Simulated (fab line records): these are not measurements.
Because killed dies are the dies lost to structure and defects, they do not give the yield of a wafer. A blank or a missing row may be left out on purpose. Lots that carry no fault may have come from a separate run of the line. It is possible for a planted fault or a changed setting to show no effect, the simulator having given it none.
Problem report, 8D (eight disciplines) form, completed by code / flow nand-harc / the parts of the form that need people (team, actions taken, sign-off) are left out

== 1. WHAT IS WRONG ==
Mean of thk-nm at NHARC_A_ONON_D1_THK_MEAS_05: 1094 nm across 6 wafers in 2 lots; on wafers with no fault it is 1001 nm (standard deviation 9.9). Relative to the usual mean, that is a shift of +9.4 standard deviations.
The step: measures by ellipsometry.
First observed at day 11 13:22: wafer L184.1, on film-metro-01. The record has a number at this step for 42 wafers belonging to 14 lots. Rule for "out", or "out of limits": more than 4 standard deviations from the usual mean. The rest of the wafers with a number are treated as sound.

== 2. WHAT IT IS, WHAT IT ISN'T ==
question=which readings at this step | is=thk-nm | is not=-
question=which lots | is=L184, L185 | is not=L175, L177, L181, L188, L190, L191, L192, L193, L194, L195, L196, L197
question=which wafers of those lots | is=all that have a number | is not=-
question=read on which gauges | is=film-metro-01, film-metro-02 | is not=-
question=when | is=from day 11 13:22 | is not=up to then (9 sound wafers); but 27 sound wafers of L188, L190, L191, L192, L193, L194, L195, L196, L197 came after

== 3. WHAT RULES OUT EACH SUSPECT ==
Counting: any tool at a process step up to the reading is kept as a suspect provided that every lot that is out went through it and no sound lot did after the first of them.
- ruled out: the gauge at NHARC_A_ONON_D1_THK_MEAS_05. Those wafers that are out were read across 2 gauges (film-metro-01, film-metro-02).
- pecvd-onon-04 at NHARC_A_ONON_D1_DEP_03 (target thk 1000 nm): ruled out as a lasting fault. Following L184 (day 11 12:52), the first lot on it that is out, the sound lots L194, L195, L197 were run on it.
Left after counting: nothing in the record.

== 4. THE CAUSE (what the simulator had put in) ==
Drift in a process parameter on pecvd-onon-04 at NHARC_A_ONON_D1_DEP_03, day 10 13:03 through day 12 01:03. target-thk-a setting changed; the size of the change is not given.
The count ruled it out by mistake, since the rule takes a fault to strike every lot its tool runs from the start of the fault on, and this one did not do so.

== 5. THE EFFECT CHAIN, in route order ==
Each row: a reading where the mean over the struck wafers with a number is more than 3 standard deviations away from the usual. Only readings for which the record gives a usual standard deviation are gone through. hours: the time from each lot's start at the first step in this table that gives one to its start at this step, as a median over the lots. sigmas: the change in usual standard deviations.
hours=0; step=NHARC_A_ONON_D1_THK_MEAS_05; reading=thk-nm; usual=1001 nm; on struck wafers=1094; change=+93; sigmas=+9.4
hours=391; step=NHARC_END_SORT_01; reading=killed-at-array; usual=56; on struck wafers=672; change=+616; sigmas=+32
hours=391; step=NHARC_END_SORT_01; reading=killed-dies; usual=61; on struck wafers=677; change=+616; sigmas=+32

== 6. HOW IT WOULD HAVE BEEN CAUGHT EARLIER ==
Counted from the fault's start at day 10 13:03, it took 24 hours until the first out-of-limits reading at a measuring or inspecting step in this record, taken at day 11 13:22.
